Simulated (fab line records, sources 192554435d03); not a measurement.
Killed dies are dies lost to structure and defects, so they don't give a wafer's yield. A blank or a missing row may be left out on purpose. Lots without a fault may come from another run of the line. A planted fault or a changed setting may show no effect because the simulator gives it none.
fab line records | flow n5_finfet
record lots=10 wafers=30 last_day=18
route steps=1938 shown BEOL_M3@1007 BEOL_M4@1023
lots that met no fault: from a run of the same line without faults
start_h: hours from the record's first day to the start of the lot's first wafer shown | wait_h: hours since the lot's step before | " the same as in the row above | L1.1+2: a row that stands for several wafers | - no value, or no start given | * or withheld: withheld | < > ~ a bound
route shown NAME@n: a module of which the file shows steps, and the number in the route of the first | usual: mean/standard deviation of fault-free wafers | same: alike in all rows | chamber/n: place in a boat | sites: the reading at each site | _std_site: their standard deviation | _edge_site: outer sites' mean less inner sites' | radius_mm: how far each site lies from the wafer's centre | mask NAME#n: copy n | behind: the tool/chamber that last shaped the wafer | hold: why the lot was held/for how many hours/how that ended | device: the transistor (n, p or np) that didn't switch | end of line: the same wafers' tests at the end of the route | a step without rows: its recipe alone | killed: dies lost to structure and defects at the first sort, not the wafer's yield | map: a wafer's dies, x killed, . not, _ none there
set.NAME: the setting as run; set.NAME@STEP: as run at that earlier step | model.NAME: the simulator's own value behind a step, which no gauge read
steps of the route over a sample of lots; a table a step, a row a wafer
services: from which hour (start_h, from the record's first day; less than 0 if before it) a tool's chamber was out of use, for how many hours, and why
## steps
# step N5_BEOL_M3_ANNEAL_93
# recipe temp_c=400 time_s=240 ambient=vacuum
# usual heater_power_w=920/88
# columns lot.wafer tool chamber start_h wait_h heater_power_w
L808.4 pvd_sputter-01 - 152.13 0.0 892
L808.5 " - " " 1015
L808.6 " - " " 1051
L809.3 pvd_sputter-03 - 152.36 0.0 933
L809.4 " - " " 843
L809.5 " - " " 993
L814.1 pvd_sputter-02 - 189.27 0.0 788
L814.2 " - " " 922
L814.5 " - " " 753
L815.2 pvd_sputter-02 - 193.91 0.0 906
L815.3 " - " " 743
L815.6 " - " " 925
L818.3 pvd_sputter-02 - 213.06 0.0 1034
L818.4 " - " " 773
L818.6 " - " " 895
L820.1 pvd_sputter-02 - 227.39 0.0 1034
L820.2 " - " " 925
L820.6 " - " " 914
L827.1 pvd_sputter-03 - 273.15 0.0 844
L827.2 " - " " 852
L827.6 " - " " 839
L828.3 pvd_sputter-01 - 287.23 0.0 835
L828.4 " - " " 1036
L828.6 " - " " 1050
L831.3 pvd_sputter-01 - 297.62 0.0 893
L831.4 " - " " 1050
L831.6 " - " " 905
L830.1 pvd_sputter-02 - 302.24 0.0 895
L830.2 " - " " 940
L830.4 " - " " 1021
# step N5_BEOL_M3_CO_CAP_55
# recipe material=Co target_thk_a=20 temp_c=200 precursor=CCTBA/H2 pressure_torr=30 time_s=102.1
# usual heater_power_w=230/31 run_length_s=124.9/0.36
# columns lot.wafer tool chamber start_h wait_h heater_power_w run_length_s
L808.4 cvd_co-01 0 153.47 0.0 245 124.8
L808.5 " 2 " " 269 124.7
L808.6 " 1 " " 217 124.6
L809.3 cvd_co-01 1 153.59 0.0 216 124.9
L809.4 " 1 " " 220 124.8
L809.5 " 0 " " 244 125.0
L814.1 cvd_co-01 1 191.11 0.0 216 124.5
L814.2 " 2 " " 277 124.8
L814.5 " 0 " " 245 124.8
L815.2 cvd_co-01 0 195.46 0.0 244 124.7
L815.3 " 2 " " 282 124.9
L815.6 " 0 " " 245 124.6
L818.3 cvd_co-01 1 214.68 0.0 212 101.9
L818.4 " 0 " " 244 124.7
L818.6 " 1 " " 214 101.5
L820.1 cvd_co-02 1 228.62 0.0 203 125.2
L820.2 " 0 " " 263 124.7
L820.6 " 0 " " 256 124.5
L827.1 cvd_co-02 1 277.25 0.0 200 124.7
L827.2 " 0 " " 259 125.1
L827.6 " 2 " " 182 125.1
L828.3 cvd_co-02 2 289.97 0.0 188 125.4
L828.4 " 2 " " 188 124.9
L828.6 " 0 " " 259 125.2
L831.3 cvd_co-02 0 299.20 0.0 259 124.4
L831.4 " 2 " " 183 125.1
L831.6 " 1 " " 202 124.6
L830.1 cvd_co-01 1 303.46 0.0 223 124.5
L830.2 " 2 " " 270 125.3
L830.4 " 1 " " 218 124.6
# step N5_BEOL_M3_RS_MEAS_58
# recipe thk_meas_gauge=four-point-probe reads=Co_of_BEOL_M3_CO_CAP_55+Cu_of_BEOL_M3_ECD_50+Co_of_BEOL_M3_CVD_47+TaN_of_BEOL_M3_ALD_84
# usual M3_RS=0.67/0.042
# columns lot.wafer tool chamber start_h wait_h M3_RS[ohm/sq]
L808.4 film_metro-02 - 153.62 0.0 0.66
L808.5 " - " " 0.64
L808.6 " - " " 0.69
L809.3 film_metro-02 - 153.77 0.1 0.72
L809.4 " - " " 0.58
L809.5 " - " " 0.68
L814.1 film_metro-01 - 191.30 0.0 0.64
L814.2 " - " " 0.69
L814.5 " - " " 0.71
L815.2 film_metro-02 - 195.66 0.1 0.71
L815.3 " - " " 0.69
L815.6 " - " " 0.66
L818.3 film_metro-02 - 214.86 0.1 0.74
L818.4 " - " " 0.69
L818.6 " - " " 0.68
L820.1 film_metro-01 - 228.80 0.0 0.68
L820.2 " - " " 0.65
L820.6 " - " " 0.70
L827.1 film_metro-02 - 277.43 0.0 0.69
L827.2 " - " " 0.68
L827.6 " - " " 0.63
L828.3 film_metro-01 - 290.16 0.1 0.70
L828.4 " - " " 0.70
L828.6 " - " " 0.67
L831.3 film_metro-02 - 299.38 0.1 0.64
L831.4 " - " " 0.63
L831.6 " - " " 0.65
L830.1 film_metro-01 - 303.68 0.1 0.66
L830.2 " - " " 0.75
L830.4 " - " " 0.64
# step N5_BEOL_M4_PECVD_72
# recipe material=SiO2 target_thk_a=160 temp_c=400 precursor=TEOS/O2 pressure_torr=5.5 rf_w=450 teos_flow_sccm=53.8 gas=O2 flow_sccm=3000 time_s=18
# usual heater_power_w=725/70 showerhead_plenum_p_Torr=8.74/0.051 throttle_valve_pct=22.0/1.2
# columns lot.wafer tool chamber start_h wait_h heater_power_w showerhead_plenum_p_Torr throttle_valve_pct
L808.4 pecvd-03 1 153.81 0.1 705 8.82 22.7
L808.5 " 0 " " 687 8.79 22.1
L808.6 " 2 " " 674 8.72 22.9
L809.3 pecvd-04 2 153.94 0.0 686 8.69 20.0
L809.4 " 1 " " 728 8.74 21.5
L809.5 " 0 " " 909 8.79 21.3
L814.1 pecvd-03 0 191.46 0.0 704 8.80 22.2
L814.2 " 2 " " 666 8.71 23.0
L814.5 " 2 " " 698 8.72 22.8
L815.2 pecvd-04 0 195.83 0.0 861 8.78 21.4
L815.3 " 1 " " 786 8.72 21.6
L815.6 " 1 " " 751 8.72 21.4
L818.3 pecvd-01 0 215.03 0.0 756 8.68 23.8
L818.4 " 2 " " 622 8.79 23.0
L818.6 " 1 " " 586 8.74 23.9
L820.1 pecvd-04 0 228.99 0.0 917 8.83 21.0
L820.2 " 1 " " 736 8.72 21.6
L820.6 " 1 " " 746 8.72 21.7
L827.1 pecvd-03 0 277.60 0.0 719 8.77 22.4
L827.2 " 1 " " 738 8.80 23.0
L827.6 " 2 " " 610 8.70 20.4
L828.3 pecvd-04 1 290.33 0.0 730 8.73 21.6
L828.4 " 0 " " 822 8.81 21.4
L828.6 " 2 " " 630 8.68 20.5
L831.3 pecvd-04 0 299.55 0.0 754 8.80 21.3
L831.4 " 0 " " 761 8.81 21.3
L831.6 " 2 " " 683 8.67 20.4
L830.1 pecvd-01 2 303.84 0.0 621 8.80 23.4
L830.2 " 1 " " 655 8.79 24.3
L830.4 " 2 " " 600 8.81 23.5
# step N5_BEOL_M4_RC_MEAS_101
# usual DIBL_N=37.0/2.3 DIBL_P=37.3/2.8 IOFF_N=0.17/0.046 IOFF_P=0.23/0.054 ION_N=675/14 ION_P=460/9.3 SS_N=71.7/0.73 SS_P=73.6/0.95 VT_N=249/3.9 VT_P=-250/3.9
# columns lot.wafer tool chamber start_h wait_h DIBL_N[mV/V] DIBL_P[mV/V] IOFF_N[nA/um] IOFF_P[nA/um] ION_N[uA/um] ION_P[uA/um] SS_N[mV/dec] SS_P[mV/dec] VT_N[mV] VT_P[mV]
L808.4 prober-02 0 167.30 0.5 40.3 40.9 0.23 0.31 680 471 72.2 74.8 243 -246
L808.5 " 0 " " 37.1 35.4 0.15 0.21 676 464 71.3 73.7 251 -251
L808.6 " 0 " " 43.8 44.8 0.36 0.42 712 478 73.7 76.2 240 -243
L809.3 prober-02 0 170.31 0.3 37.4 37.6 0.19 0.22 677 457 72.1 73.7 250 -249
L809.4 " 0 " " 36.8 37.4 0.17 0.22 667 453 71.1 75.0 249 -251
L809.5 " 0 " " 39.6 40.9 0.25 0.29 688 457 72.2 76.1 245 -248
L814.1 prober-02 0 200.18 0.0 35.3 36.6 0.15 0.19 670 458 71.4 73.1 253 -255
L814.2 " 0 " " 38.5 39.5 0.22 0.25 703 474 72.1 73.8 245 -251
L814.5 " 0 " " 39.3 40.8 0.23 0.27 706 471 72.3 74.8 248 -249
L815.2 prober-01 0 209.41 0.2 38.8 39.2 0.20 0.20 683 455 72.3 74.2 248 -256
L815.3 " 0 " " 38.9 40.6 0.21 0.22 690 460 72.4 74.7 246 -253
L815.6 " 0 " " 37.1 38.9 0.19 0.21 679 456 71.8 74.2 247 -255
L818.3 prober-01 0 225.68 0.3 34.9 32.9 0.14 0.19 681 474 71.4 73.1 250 -248
L818.4 " 0 " " 34.1 32.0 0.11 0.18 654 455 71.5 72.2 257 -250
L818.6 " 0 " " 34.6 33.9 0.12 0.20 669 466 71.9 72.5 254 -250
L820.1 prober-02 0 248.20 0.0 32.2 32.4 0.11 0.18 655 460 70.1 72.2 256 -253
L820.2 " 0 " " 39.6 41.7 0.26 0.34 701 478 71.5 75.0 240 -244
L820.6 " 0 " " 37.6 38.2 0.19 0.26 678 465 72.0 73.4 247 -245
L827.1 prober-02 0 288.93 0.0 36.2 33.2 0.15 0.18 670 456 71.6 72.5 253 -253
L827.2 " 0 " " 37.1 35.2 0.17 0.21 676 454 71.7 72.8 250 -253
L827.6 " 0 " " 35.3 33.1 0.13 0.18 677 466 70.6 73.1 252 -250
L828.3 prober-01 0 302.09 0.3 38.3 39.4 0.20 0.24 673 456 71.8 73.6 247 -251
L828.4 " 0 " " 36.8 38.0 0.17 0.21 671 455 72.3 72.9 250 -252
L828.6 " 0 " " 37.2 38.0 0.18 0.22 666 455 71.8 73.7 248 -250
L831.3 prober-01 0 318.13 0.3 37.3 38.5 0.16 0.18 675 450 72.0 74.2 252 -257
L831.4 " 0 " " 37.0 38.7 0.17 0.18 675 449 71.9 73.9 251 -256
L831.6 " 0 " " 33.1 34.3 0.10 0.13 656 445 70.3 72.1 256 -258
L830.1 prober-02 0 319.71 0.0 37.7 38.9 0.19 0.28 670 460 72.9 73.9 249 -247
L830.2 " 0 " " 40.0 40.9 0.24 0.30 696 474 73.1 74.6 244 -245
L830.4 " 0 " " 35.8 37.0 0.15 0.23 677 471 71.6 73.2 250 -248
## services
# columns tool chamber start_h hours kind
pvd_sputter-03 - 155.67 1.6 repair
pecvd-03 - 157.33 1.4 repair
pecvd-03 0 162.20 - calibration
pecvd-03 2 162.86 5.5 scheduled_down
cvd_co-02 - 165.03 1.7 repair
pecvd-04 1 166.93 6.9 repair
pecvd-01 - 167.43 0.9 repair
pecvd-04 0 168.48 16.4 repair
pecvd-01 2 172.20 22.9 repair
pvd_sputter-01 - 176.49 2.6 repair
pecvd-04 2 195.91 3.0 repair
cvd_co-02 - 198.82 0.5 repair
pecvd-04 - 201.22 6.0 pm
pecvd-03 2 202.43 - clean
pecvd-04 - 207.59 1.6 repair
cvd_co-02 - 212.88 6.9 pm
cvd_co-01 1 222.85 2.7 repair
pvd_sputter-01 - 234.69 2.1 repair
pecvd-03 1 235.50 1.9 repair
cvd_co-01 - 242.52 2.8 pm
pvd_sputter-01 - 256.70 7.0 repair
pecvd-04 1 279.78 5.5 scheduled_down
cvd_co-01 0 284.24 12.7 repair
pecvd-04 0 294.62 3.5 repair
## key
first_sign step=N5_BEOL_M3_CO_CAP_55 reading=run_length_s direction=down sigmas=65 usual=* struck=*
effect none on later readings
met_at N5_BEOL_M3_CO_CAP_55
struck_lots L818
struck_wafers L818.3,L818.6
not_acting_at N5_BEOL_M3_ANNEAL_93,N5_BEOL_M3_RS_MEAS_58,N5_BEOL_M4_PECVD_72
onset_between 191.11 214.68
fault kind=process_parameter_drift tool=cvd_co-01 chamber=1 onset_h=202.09 steps=N5_BEOL_M3_CO_CAP_55 channel=time_s offset=* shape=step end_h=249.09 acts_in=* stated=*
